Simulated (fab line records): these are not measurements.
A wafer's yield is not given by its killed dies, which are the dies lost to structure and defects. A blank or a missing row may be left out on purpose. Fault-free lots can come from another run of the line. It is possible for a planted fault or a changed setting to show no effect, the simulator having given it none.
fab line records ; flow nandHarc ; part 1 of 2: steps 1 to 26 of 41
record: lots: 5; wafers: 15; lastDay: 28
route steps=1302 shown P_BONDPAD@387 A_START@389 A_ZERO_WELL@390 A_SOURCE_PLATE@413 A_ONON_D1@424
lots untouched by any fault: they come from a run of this same line in which no faults occurred
startH: the number of hours between the record's first day and the start of the first shown wafer of the lot ; waitH: how many hours have passed since the lot's step before this one ; " as in the row above ; L1.1+2: several wafers, shown together as one row ; - value missing, or start not given ; * or withheld: withheld ; < > ~ a bound
route shown NAME@n: a module of which the file shows steps, and the number in the route of the first ; usual: average and standard deviation across the fault-free wafers ; same: alike in all rows ; chamber/n: place in a boat ; sites: each site's reading ; _std_site: standard deviation across them ; _edge_site: the outer-site mean with the inner-site mean subtracted ; radiusMm: for every site, how far away it sits from the centre of the wafer ; mask NAME#n: copy n ; behind: the last tool/chamber to shape the wafer ; hold: why the lot went on hold/how many hours it stayed there/how the hold came to an end ; device: which transistor (n, p or np) failed to switch ; end of line: at the end of the route, the tests of the same wafers ; a step with no rows: only its recipe ; killed: the dies lost at the first sort to structure and to defects; this is not the yield of the wafer ; map: the dies of a wafer, with x for killed, . for not killed, _ for no die there
set.NAME: the setting as run; set.NAME@STEP: as run at that earlier step ; model.NAME: the simulator's own value behind a step, which no gauge read
certain route steps with their lots: each step a table, each wafer a row
services: from which hour (startH, from the record's first day; less than 0 if before it) a tool's chamber was out of use, for how many hours, and why
== steps ==
step: NHARC_P_BONDPAD_PRECLEAN_30
recipe: timeS: 300; tempC: 23; chemistry: DIW
usual: tempC: 23.01/0.11
lot.wafer;tool;chamber;startH;waitH;tempC
L076.2;wetBench-08;1;153.13;0.2;23.15
L076.6;wetBench-08;2;153.13;0.2;22.96
L076.1;wetBench-08;3;153.13;0.2;22.86
L078.4;wetBench-08;2;173.87;0.1;23.00
L078.1;wetBench-08;6;173.87;0.1;22.91
L078.3;wetBench-08;7;173.87;0.1;22.92
L080.5;wetBench-10;6;196.39;0.1;23.06
L080.1;wetBench-10;0;196.39;0.1;23.01
L080.3;wetBench-10;1;196.39;0.1;23.18
L083.4;wetBench-08;6;222.75;0.2;23.02
L083.2;wetBench-08;7;222.75;0.2;22.93
L083.6;wetBench-08;0;222.75;0.2;23.07
L085.1;wetBench-10;3;241.77;0.1;22.76
L085.4;wetBench-10;4;241.77;0.1;23.06
L085.6;wetBench-10;6;241.77;0.1;23.11
step: NHARC_P_BONDPAD_SRD_31
recipe: timeS: 30; tempC: 23; dryTimeS: 20; spinRpm: 1500
usual: tempC: 23.00/0.11
lot.wafer;tool;chamber;startH;waitH;tempC
L076.2;wetBench-08;1;-;-;22.95
L076.6;wetBench-08;2;-;-;23.05
L076.1;wetBench-08;3;-;-;22.99
L078.4;wetBench-08;2;-;-;23.01
L078.1;wetBench-08;6;-;-;22.96
L078.3;wetBench-08;7;-;-;23.06
L080.5;wetBench-10;6;-;-;23.11
L080.1;wetBench-10;0;-;-;23.09
L080.3;wetBench-10;1;-;-;22.86
L083.4;wetBench-08;6;-;-;22.83
L083.2;wetBench-08;7;-;-;23.16
L083.6;wetBench-08;0;-;-;22.88
L085.1;wetBench-10;3;-;-;22.94
L085.4;wetBench-10;4;-;-;23.00
L085.6;wetBench-10;6;-;-;23.09
step: NHARC_A_START_INSPECT_01
usual: rawDefectCount: 3.4/1.8
lot.wafer;tool;chamber;startH;waitH;rawDefectCount
L076.1;defectInspect-02;-;153.37;-;5
L076.2;defectInspect-02;-;153.37;-;4
L076.6;defectInspect-02;-;153.37;-;1
L078.1;defectInspect-01;-;174.12;-;3
L078.3;defectInspect-01;-;174.12;-;2
L078.4;defectInspect-01;-;174.12;-;3
L080.1;defectInspect-01;-;196.64;-;4
L080.3;defectInspect-01;-;196.64;-;1
L080.5;defectInspect-01;-;196.64;-;0
L083.2;defectInspect-02;-;222.96;-;2
L083.4;defectInspect-02;-;222.96;-;6
L083.6;defectInspect-02;-;222.96;-;6
L085.1;defectInspect-02;-;242.02;-;3
L085.4;defectInspect-02;-;242.02;-;1
L085.6;defectInspect-02;-;242.02;-;3
step: NHARC_A_ZERO_WELL_PRECLEAN_00
recipe: timeS: 600; tempC: 120; chemistry: SPM
usual: tempC: 120.00/0.15
lot.wafer;tool;chamber;startH;waitH;tempC
L076.2;wetBench-07;3;153.48;0.1;120.09
L076.6;wetBench-07;4;153.48;0.1;120.04
L076.1;wetBench-07;5;153.48;0.1;119.93
L078.3;wetBench-07;6;174.22;0.1;120.12
L078.4;wetBench-07;7;174.22;0.1;119.99
L078.1;wetBench-07;0;174.22;0.1;119.51
L080.1;wetBench-04;3;196.73;0.1;120.01
L080.5;wetBench-04;7;196.73;0.1;119.94
L080.3;wetBench-04;0;196.73;0.1;119.92
L083.6;wetBench-02;7;223.05;0.1;120.15
L083.2;wetBench-02;0;223.05;0.1;119.73
L083.4;wetBench-02;3;223.05;0.1;120.12
L085.4;wetBench-04;3;242.11;0.1;119.97
L085.6;wetBench-04;4;242.11;0.1;120.19
L085.1;wetBench-04;7;242.11;0.1;119.86
step: NHARC_A_ZERO_WELL_SRD_01
lot.wafer;tool;chamber;startH;waitH
L076.2+6+1;wetBench-07;3,4,5;-;-
L078.3+4+1;wetBench-07;6,7,0;-;-
L080.1+5+3;wetBench-04;3,7,0;-;-
L083.6+2+4;wetBench-02;7,0,3;-;-
L085.4+6+1;wetBench-04;3,4,7;-;-
step: NHARC_A_ZERO_WELL_DEHYDRATE_02
recipe: tempC: 150; timeS: 120
usual: chillPlateTempC: 23.03/0.099
lot.wafer;tool;chamber;startH;waitH;chillPlateTempC
L076.1;lithoTrack-02;0;153.77;-;23.05
L076.2;lithoTrack-02;0;153.77;-;22.91
L076.6;lithoTrack-02;0;153.77;-;22.93
L078.1;lithoTrack-02;0;174.52;-;22.89
L078.3;lithoTrack-02;0;174.52;-;22.91
L078.4;lithoTrack-02;0;174.52;-;23.02
L080.1;lithoTrack-03;0;197.04;-;23.08
L080.3;lithoTrack-03;0;197.04;-;23.07
L080.5;lithoTrack-03;0;197.04;-;23.07
L083.2;lithoTrack-05;0;223.36;-;23.05
L083.4;lithoTrack-05;0;223.36;-;22.94
L083.6;lithoTrack-05;0;223.36;-;23.06
L085.1;lithoTrack-05;0;242.42;-;22.96
L085.4;lithoTrack-05;0;242.42;-;22.92
L085.6;lithoTrack-05;0;242.42;-;23.05
step: NHARC_A_ZERO_WELL_HMDS_03
recipe: timeS: 30
usual: chillPlateTempC: 23.02/0.1
lot.wafer;tool;chamber;startH;waitH;chillPlateTempC
L076.1;lithoTrack-02;0;-;-;23.05
L076.2;lithoTrack-02;0;-;-;23.02
L076.6;lithoTrack-02;0;-;-;23.08
L078.1;lithoTrack-02;0;-;-;23.19
L078.3;lithoTrack-02;0;-;-;23.01
L078.4;lithoTrack-02;0;-;-;23.07
L080.1;lithoTrack-03;0;-;-;22.91
L080.3;lithoTrack-03;0;-;-;22.82
L080.5;lithoTrack-03;0;-;-;23.06
L083.2;lithoTrack-05;0;-;-;22.95
L083.4;lithoTrack-05;0;-;-;23.05
L083.6;lithoTrack-05;0;-;-;23.08
L085.1;lithoTrack-05;0;-;-;22.93
L085.4;lithoTrack-05;0;-;-;23.07
L085.6;lithoTrack-05;0;-;-;23.15
step: NHARC_A_ZERO_WELL_COAT_18
recipe: tempC: 200; timeS: 65
usual: chillPlateTempC: 23.00/0.11
lot.wafer;tool;chamber;startH;waitH;chillPlateTempC
L076.1;lithoTrack-02;0;-;-;23.00
L076.2;lithoTrack-02;0;-;-;22.90
L076.6;lithoTrack-02;0;-;-;22.85
L078.1;lithoTrack-02;0;-;-;22.90
L078.3;lithoTrack-02;0;-;-;22.97
L078.4;lithoTrack-02;0;-;-;23.05
L080.1;lithoTrack-03;0;-;-;22.91
L080.3;lithoTrack-03;0;-;-;22.78
L080.5;lithoTrack-03;0;-;-;22.93
L083.2;lithoTrack-05;0;-;-;23.02
L083.4;lithoTrack-05;0;-;-;23.03
L083.6;lithoTrack-05;0;-;-;23.01
L085.1;lithoTrack-05;0;-;-;23.10
L085.4;lithoTrack-05;0;-;-;23.10
L085.6;lithoTrack-05;0;-;-;23.02
step: NHARC_A_ZERO_WELL_COAT_04
recipe: spinRpm: 2000; resistThkNm: 600
usual: chillPlateTempC: 23.01/0.11; dispensePressureKPa: 51.8/1.3
lot.wafer;tool;chamber;startH;waitH;chillPlateTempC;dispensePressureKPa
L076.1;lithoTrack-02;0;-;-;23.14;53.4
L076.2;lithoTrack-02;0;-;-;23.15;53.4
L076.6;lithoTrack-02;0;-;-;23.14;53.4
L078.1;lithoTrack-02;0;-;-;23.04;53.4
L078.3;lithoTrack-02;0;-;-;23.05;53.4
L078.4;lithoTrack-02;0;-;-;23.03;53.4
L080.1;lithoTrack-03;0;-;-;23.18;51.1
L080.3;lithoTrack-03;0;-;-;22.98;51.1
L080.5;lithoTrack-03;0;-;-;23.04;51.1
L083.2;lithoTrack-05;0;-;-;22.96;50.6
L083.4;lithoTrack-05;0;-;-;23.16;50.5
L083.6;lithoTrack-05;0;-;-;23.18;50.6
L085.1;lithoTrack-05;0;-;-;23.01;50.5
L085.4;lithoTrack-05;0;-;-;23.16;50.5
L085.6;lithoTrack-05;0;-;-;23.16;50.5
step: NHARC_A_ZERO_WELL_SOFTBAKE_05
recipe: tempC: 125; timeS: 70
usual: chillPlateTempC: 22.98/0.13
lot.wafer;tool;chamber;startH;waitH;chillPlateTempC
L076.1;lithoTrack-02;0;-;-;23.09
L076.2;lithoTrack-02;0;-;-;23.06
L076.6;lithoTrack-02;0;-;-;22.99
L078.1;lithoTrack-02;0;-;-;23.17
L078.3;lithoTrack-02;0;-;-;23.07
L078.4;lithoTrack-02;0;-;-;23.06
L080.1;lithoTrack-03;0;-;-;22.85
L080.3;lithoTrack-03;0;-;-;22.98
L080.5;lithoTrack-03;0;-;-;22.90
L083.2;lithoTrack-05;0;-;-;22.85
L083.4;lithoTrack-05;0;-;-;22.92
L083.6;lithoTrack-05;0;-;-;22.82
L085.1;lithoTrack-05;0;-;-;22.80
L085.4;lithoTrack-05;0;-;-;23.31
L085.6;lithoTrack-05;0;-;-;23.00
step: NHARC_A_ZERO_WELL_EBR_06
usual: chillPlateTempC: 23.02/0.1
lot.wafer;tool;chamber;startH;waitH;chillPlateTempC
L076.1;lithoTrack-02;0;-;-;22.89
L076.2;lithoTrack-02;0;-;-;23.08
L076.6;lithoTrack-02;0;-;-;22.91
L078.1;lithoTrack-02;0;-;-;22.88
L078.3;lithoTrack-02;0;-;-;22.87
L078.4;lithoTrack-02;0;-;-;22.99
L080.1;lithoTrack-03;0;-;-;23.00
L080.3;lithoTrack-03;0;-;-;23.07
L080.5;lithoTrack-03;0;-;-;23.07
L083.2;lithoTrack-05;0;-;-;22.95
L083.4;lithoTrack-05;0;-;-;22.92
L083.6;lithoTrack-05;0;-;-;23.05
L085.1;lithoTrack-05;0;-;-;23.01
L085.4;lithoTrack-05;0;-;-;22.98
L085.6;lithoTrack-05;0;-;-;22.92
step: NHARC_A_ZERO_WELL_EXPOSE_07
recipe: na: 0.55; doseMj: 33.85; maskId: A_ZERO
lot.wafer;tool;chamber;startH;waitH;mask
L076.1+2+6;krfScanner-03;0;153.93;-;A_ZERO#0
L078.1+3+4;krfScanner-03;0;174.69;-;A_ZERO#0
L080.1+3+5;krfScanner-03;0;197.33;-;A_ZERO#0
L083.2+4+6;krfScanner-04;0;223.53;-;A_ZERO#0
L085.1+4+6;krfScanner-02;0;242.71;-;A_ZERO#0
step: NHARC_A_ZERO_WELL_PEB_08
recipe: pebTempC: 128; pebTimeS: 80
usual: chillPlateTempC: 23.01/0.097
same: pebTimeS: 80
lot.wafer;tool;chamber;startH;waitH;chillPlateTempC
L076.1;lithoTrack-03;0;154.00;0.1;22.96
L076.2;lithoTrack-03;0;154.00;0.1;22.95
L076.6;lithoTrack-03;0;154.00;0.1;22.97
L078.1;lithoTrack-03;0;174.75;0.1;22.90
L078.3;lithoTrack-03;0;174.75;0.1;23.09
L078.4;lithoTrack-03;0;174.75;0.1;23.05
L080.1;lithoTrack-02;0;197.40;0.1;22.90
L080.3;lithoTrack-02;0;197.40;0.1;23.01
L080.5;lithoTrack-02;0;197.40;0.1;22.88
L083.2;lithoTrack-02;0;223.59;0.1;22.91
L083.4;lithoTrack-02;0;223.59;0.1;22.93
L083.6;lithoTrack-02;0;223.59;0.1;22.95
L085.1;lithoTrack-05;0;242.78;0.1;22.88
L085.4;lithoTrack-05;0;242.78;0.1;22.86
L085.6;lithoTrack-05;0;242.78;0.1;22.93
step: NHARC_A_ZERO_WELL_DEVELOP_09
recipe: timeS: 50; devTempC: 22
usual: chillPlateTempC: 23.01/0.11
lot.wafer;tool;chamber;startH;waitH;chillPlateTempC
L076.1;lithoTrack-03;0;-;-;23.14
L076.2;lithoTrack-03;0;-;-;23.11
L076.6;lithoTrack-03;0;-;-;23.08
L078.1;lithoTrack-03;0;-;-;23.07
L078.3;lithoTrack-03;0;-;-;23.04
L078.4;lithoTrack-03;0;-;-;22.92
L080.1;lithoTrack-02;0;-;-;22.88
L080.3;lithoTrack-02;0;-;-;22.78
L080.5;lithoTrack-02;0;-;-;22.87
L083.2;lithoTrack-02;0;-;-;23.13
L083.4;lithoTrack-02;0;-;-;23.05
L083.6;lithoTrack-02;0;-;-;23.10
L085.1;lithoTrack-05;0;-;-;23.00
L085.4;lithoTrack-05;0;-;-;22.99
L085.6;lithoTrack-05;0;-;-;23.14
step: NHARC_A_ZERO_WELL_CD_MEAS_10
recipe: targetCdNm: 2000; landingEnergyEv: 500
usual: cdNm: 1999.6/2.6
lot.wafer;tool;chamber;startH;waitH;cdNm
L076.1;cdSem-03;0;154.09;-;2000.3
L076.2;cdSem-03;0;154.09;-;2001.1
L076.6;cdSem-03;0;154.09;-;1999.9
L078.1;cdSem-02;0;174.84;-;1999.4
L078.3;cdSem-02;0;174.84;-;1998.8
L078.4;cdSem-02;0;174.84;-;1999.2
L080.1;cdSem-03;0;197.49;-;2001.9
L080.3;cdSem-03;0;197.49;-;2000.6
L080.5;cdSem-03;0;197.49;-;1997.5
L083.2;cdSem-03;0;223.68;-;2002.3
L083.4;cdSem-03;0;223.68;-;2003.9
L083.6;cdSem-03;0;223.68;-;2007.7
L085.1;cdSem-03;0;242.86;-;1998.1
L085.4;cdSem-03;0;242.86;-;1995.9
L085.6;cdSem-03;0;242.86;-;1997.2
step: NHARC_A_ZERO_WELL_HARDBAKE_11
recipe: tempC: 118; timeS: 65
usual: chillPlateTempC: 23.01/0.12
lot.wafer;tool;chamber;startH;waitH;chillPlateTempC
L076.1;lithoTrack-03;0;154.17;-;23.05
L076.2;lithoTrack-03;0;154.17;-;23.18
L076.6;lithoTrack-03;0;154.17;-;22.99
L078.1;lithoTrack-03;0;174.92;-;22.99
L078.3;lithoTrack-03;0;174.92;-;22.90
L078.4;lithoTrack-03;0;174.92;-;22.81
L080.1;lithoTrack-02;0;197.57;-;23.07
L080.3;lithoTrack-02;0;197.57;-;23.08
L080.5;lithoTrack-02;0;197.57;-;23.20
L083.2;lithoTrack-05;0;223.76;-;23.05
L083.4;lithoTrack-05;0;223.76;-;22.93
L083.6;lithoTrack-05;0;223.76;-;23.03
L085.1;lithoTrack-03;0;242.94;-;22.96
L085.4;lithoTrack-03;0;242.94;-;23.04
L085.6;lithoTrack-03;0;242.94;-;22.97
step: NHARC_A_ZERO_WELL_DESCUM_12
recipe: timeS: 3; o2FlowSccm: 200; arFlowSccm: 0; biasPowerW: 0; chemistry: O2
usual: drypumpMotorCurrentA: 5.7/0.41; o2FlowSccm: 199.9/0.59; oesProductAu: 1.003/0.012; rfVppV: 57.6/0.92; showerheadPlenumPTorr: 1.91/0.063; throttleValvePct: 11.311/0.0093
lot.wafer;tool;chamber;startH;waitH;drypumpMotorCurrentA;o2FlowSccm;oesProductAu;rfHoursCounterH;rfVppV;showerheadPlenumPTorr;throttleValvePct
L076.2;rieDiel-06;0;154.25;-;5.9;199.4;0.990;0;57.3;1.87;11.309
L076.1;rieDiel-06;1;154.25;-;5.9;200.4;1.032;0;58.9;1.96;11.324
L076.6;rieDiel-06;0;154.25;-;5.9;199.7;1.000;-;57.2;1.87;11.316
L078.4;rieDiel-02;3;175.00;-;5.5;200.6;1.000;25;55.2;2.02;11.311
L078.3;rieDiel-02;0;175.00;-;5.5;200.6;0.974;24;57.8;1.99;11.312
L078.1;rieDiel-02;2;175.00;-;5.9;199.6;0.997;15;57.9;1.84;11.296
L080.3;rieDiel-06;0;197.66;-;5.9;199.0;0.989;1;57.4;1.87;11.319
L080.1;rieDiel-06;1;197.66;-;5.8;199.9;1.026;1;57.5;1.96;11.304
L080.5;rieDiel-06;2;197.66;-;6.2;200.6;1.021;-;57.7;1.91;11.313
L083.2;rieDiel-06;0;223.85;-;5.9;200.4;1.005;2;58.7;1.87;11.315
L083.4;rieDiel-06;1;223.85;-;5.8;199.1;1.029;2;58.2;1.96;11.303
L083.6;rieDiel-06;3;223.85;-;5.0;199.6;1.014;-;57.3;1.83;11.319
L085.4;rieDiel-13;3;243.02;-;5.6;200.7;1.000;21;56.7;1.80;11.300
L085.1;rieDiel-13;0;243.02;-;6.3;199.6;1.005;19;57.8;1.98;11.301
L085.6;rieDiel-13;3;243.02;-;5.6;201.1;0.999;-;58.1;1.80;11.299
step: NHARC_A_ZERO_WELL_ETCH_19
recipe: targetDepthA: 800; overetchA: 240; timeS: 87.88; ionEnergyEv: 200; n2FlowSccm: 150; h2FlowSccm: 150; arFlowSccm: 0; rfW: 400; biasW: 150; chemistry: N2/H2
usual: drypumpMotorCurrentA: 5.7/0.4; oesProductAu: 1.002/0.012; rfVppV: 430.5/2.2; showerheadPlenumPTorr: 2.03/0.068; throttleValvePct: 14.172/0.0092
lot.wafer;tool;chamber;startH;waitH;drypumpMotorCurrentA;oesProductAu;rfHoursCounterH;rfVppV;showerheadPlenumPTorr;throttleValvePct
L076.1;rieDiel-06;1;154.33;0.1;5.9;1.030;0;432.8;2.09;14.189
L076.2;rieDiel-06;3;154.33;0.1;5.0;1.013;0;429.0;1.95;14.185
L076.6;rieDiel-06;2;154.33;0.1;6.2;1.006;-;430.6;2.04;14.173
L078.4;rieDiel-02;2;175.08;0.1;5.9;0.991;15;429.5;1.96;14.173
L078.3;rieDiel-02;3;175.08;0.1;5.5;1.005;25;433.4;2.16;14.161
L078.1;rieDiel-02;0;175.08;0.1;5.5;0.980;24;433.6;2.12;14.168
L080.1;rieDiel-06;0;197.73;0.1;5.9;0.989;1;430.0;1.99;14.168
L080.3;rieDiel-06;1;197.73;0.1;5.9;1.032;1;433.1;2.09;14.180
L080.5;rieDiel-06;0;197.73;0.1;5.9;0.993;-;430.4;1.99;14.183
L083.4;rieDiel-06;0;223.91;0.1;5.9;0.994;2;430.3;1.99;14.163
L083.2;rieDiel-06;3;223.91;0.1;5.0;1.004;2;429.2;1.95;14.162
L083.6;rieDiel-06;1;223.91;0.1;5.8;1.009;-;431.1;2.09;14.148
L085.1;rieDiel-13;0;243.10;0.1;6.3;1.014;19;433.0;2.11;14.176
L085.4;rieDiel-13;1;243.10;0.1;6.4;0.981;20;426.7;1.89;14.163
L085.6;rieDiel-13;0;243.10;0.1;6.3;1.007;-;432.1;2.11;14.166
step: NHARC_A_ZERO_WELL_ETCH_13
recipe: targetDepthA: 1200; timeS: 40.1; hbrFlowSccm: 150; cl2FlowSccm: 50; rfW: 400; icpW: 400; biasW: 100; chemistry: HBr/Cl2
usual: drypumpMotorCurrentA: 5.7/0.36; oesProductAu: 1.001/0.015; throttleValvePct: 26.405/0.0093
lot.wafer;tool;chamber;startH;waitH;drypumpMotorCurrentA;oesProductAu;rfHoursCounterH;throttleValvePct
L076.2;rieSi-06;3;154.46;-;5.1;0.994;0.6;26.395
L076.1;rieSi-06;1;154.46;-;5.9;1.004;0.4;26.413
L076.6;rieSi-06;2;154.46;-;5.8;0.988;-;26.388
L078.3;rieSi-04;0;175.22;-;6.0;1.020;0.0;26.411
L078.4;rieSi-04;1;175.22;-;6.3;0.998;0.0;26.395
L078.1;rieSi-04;2;175.22;-;6.0;0.992;0.0;26.391
L080.1;rieSi-06;1;197.86;-;5.9;1.005;0.7;26.407
L080.3;rieSi-06;2;197.86;-;5.8;0.996;0.8;26.397
L080.5;rieSi-06;1;197.86;-;5.8;1.019;-;26.412
L083.2;rieSi-04;0;224.05;-;6.0;1.001;0.4;26.400
L083.4;rieSi-04;2;224.05;-;6.0;0.998;0.2;26.406
L083.6;rieSi-04;0;224.05;-;6.0;1.014;-;26.392
L085.4;rieSi-06;2;243.23;-;5.8;0.998;1.0;26.403
L085.1;rieSi-06;3;243.23;-;5.1;1.001;1.1;26.429
L085.6;rieSi-06;1;243.23;-;5.9;1.017;-;26.398
step: NHARC_A_ZERO_WELL_STRIP_14
recipe: timeS: 900; tempC: 130; chemistry: SPM
usual: tempC: 130.01/0.13
lot.wafer;tool;chamber;startH;waitH;tempC
L076.2;wetBench-04;5;154.60;-;129.97
L076.6;wetBench-04;6;154.60;-;129.97
L076.1;wetBench-04;0;154.60;-;130.05
L078.4;wetBench-07;5;175.36;-;130.07
L078.1;wetBench-07;0;175.36;-;129.75
L078.3;wetBench-07;2;175.36;-;130.01
L080.1;wetBench-02;4;198.01;-;129.89
L080.3;wetBench-02;5;198.01;-;129.95
L080.5;wetBench-02;6;198.01;-;129.74
L083.2;wetBench-07;1;224.20;-;130.20
L083.6;wetBench-07;2;224.20;-;129.89
L083.4;wetBench-07;3;224.20;-;129.98
L085.1;wetBench-07;7;243.37;-;130.04
L085.4;wetBench-07;1;243.37;-;130.09
L085.6;wetBench-07;2;243.37;-;130.06
step: NHARC_A_ZERO_WELL_IMPLANT_15
recipe: energyKev: 150; doseCm2: 1e+13; tiltDeg: 7
lot.wafer;tool;chamber;startH;waitH
L076.1+2+6;implanter-01;0;155.18;0.2
L078.1+3+4;implanter-02;0;175.76;0.1
L080.1+3+5;implanter-01;0;198.40;0.1
L083.2+4+6;implanter-01;0;224.62;0.1
L085.1+4+6;implanter-01;0;243.77;0.1
step: NHARC_A_ZERO_WELL_PRECLEAN_22
recipe: timeS: 60; tempC: 50; bathAgeMin: 0; chemistry: SC1
usual: tempC: 50.00/0.12
lot.wafer;tool;chamber;startH;waitH;tempC
L076.2;wetBench-04;5;155.40;0.2;50.01
L076.6;wetBench-04;6;155.40;0.2;50.05
L076.1;wetBench-04;7;155.40;0.2;50.01
L078.4;wetBench-07;0;175.98;0.1;50.03
L078.1;wetBench-07;3;175.98;0.1;49.91
L078.3;wetBench-07;5;175.98;0.1;49.95
L080.5;wetBench-04;7;198.62;0.1;49.85
L080.3;wetBench-04;0;198.62;0.1;49.92
L080.1;wetBench-04;2;198.62;0.1;49.97
L083.6;wetBench-07;7;224.81;0.0;49.98
L083.4;wetBench-07;1;224.81;0.0;50.04
L083.2;wetBench-07;3;224.81;0.0;50.03
L085.4;wetBench-02;6;244.00;0.1;50.00
L085.6;wetBench-02;7;244.00;0.1;50.22
L085.1;wetBench-02;0;244.00;0.1;49.86
step: NHARC_A_ZERO_WELL_SRD_23
lot.wafer;tool;chamber;startH;waitH
L076.2+6+1;wetBench-04;5,6,7;-;-
L078.4+1+3;wetBench-07;0,3,5;-;-
L080.5+3+1;wetBench-04;7,0,2;-;-
L083.6+4+2;wetBench-07;7,1,3;-;-
L085.4+6+1;wetBench-02;6,7,0;-;-
step: NHARC_A_ZERO_WELL_RTA_16
recipe: tempC: 1000; timeS: 10
usual: lampPowerPct: 32.0/1.1; lamp_zone_1_pct: 32.0/1.1; wafer_temp_C_max: 1005.6/1.3
lot.wafer;tool;chamber;startH;waitH;lampPowerPct;lamp_zone_1_pct;wafer_temp_C_max
L076.1;rtpAnneal-01;0;155.53;-;30.6;30.5;1004.4
L076.2;rtpAnneal-01;0;155.53;-;30.5;30.5;1003.8
L076.6;rtpAnneal-01;0;155.53;-;30.5;30.6;1003.6
L078.1;rtpAnneal-02;0;176.11;-;32.9;32.9;1006.8
L078.3;rtpAnneal-02;0;176.11;-;32.8;32.8;1005.3
L078.4;rtpAnneal-02;0;176.11;-;32.9;32.8;1005.4
L080.1;rtpAnneal-01;0;198.75;-;30.5;30.5;1005.4
L080.3;rtpAnneal-01;0;198.75;-;30.5;30.6;1004.2
L080.5;rtpAnneal-01;0;198.75;-;30.5;30.6;1004.0
L083.2;rtpAnneal-02;0;224.96;-;32.9;33.0;1006.6
L083.4;rtpAnneal-02;0;224.96;-;32.9;32.9;1004.9
L083.6;rtpAnneal-02;0;224.96;-;32.9;32.9;1007.6
L085.1;rtpAnneal-02;0;244.13;-;32.9;32.8;1007.0
L085.4;rtpAnneal-02;0;244.13;-;32.9;32.9;1004.7
L085.6;rtpAnneal-02;0;244.13;-;32.8;32.8;1005.1
step: NHARC_A_ZERO_WELL_INSPECT_17
usual: rawDefectCount: 10/4.3
lot.wafer;tool;chamber;startH;waitH;rawDefectCount
L076.1;defectInspect-02;-;155.73;0.2;26
L076.2;defectInspect-02;-;155.73;0.2;21
L076.6;defectInspect-02;-;155.73;0.2;16
L078.1;defectInspect-02;-;176.31;0.2;23
L078.3;defectInspect-02;-;176.31;0.2;11
L078.4;defectInspect-02;-;176.31;0.2;12
L080.1;defectInspect-02;-;198.95;0.2;8
L080.3;defectInspect-02;-;198.95;0.2;8
L080.5;defectInspect-02;-;198.95;0.2;17
L083.2;defectInspect-01;-;225.13;0.1;9
L083.4;defectInspect-01;-;225.13;0.1;16
L083.6;defectInspect-01;-;225.13;0.1;7
L085.1;defectInspect-02;-;244.32;0.2;12
L085.4;defectInspect-02;-;244.32;0.2;7
L085.6;defectInspect-02;-;244.32;0.2;8
step: NHARC_A_SOURCE_PLATE_PRECLEAN_00
recipe: timeS: 60; chemistry: HF-LAST
lot.wafer;tool;chamber;startH;waitH
L076.2+6+1;wetBench-09;1,2,4;155.79;0.1
L078.4+1+3;wetBench-05;7,2,3;176.36;0.0
L080.3+1+5;wetBench-05;3,6,7;199.00;0.1
L083.2+4+6;wetBench-06;2,6,7;225.18;0.0
L085.6+1+4;wetBench-09;1,3,4;244.37;0.0
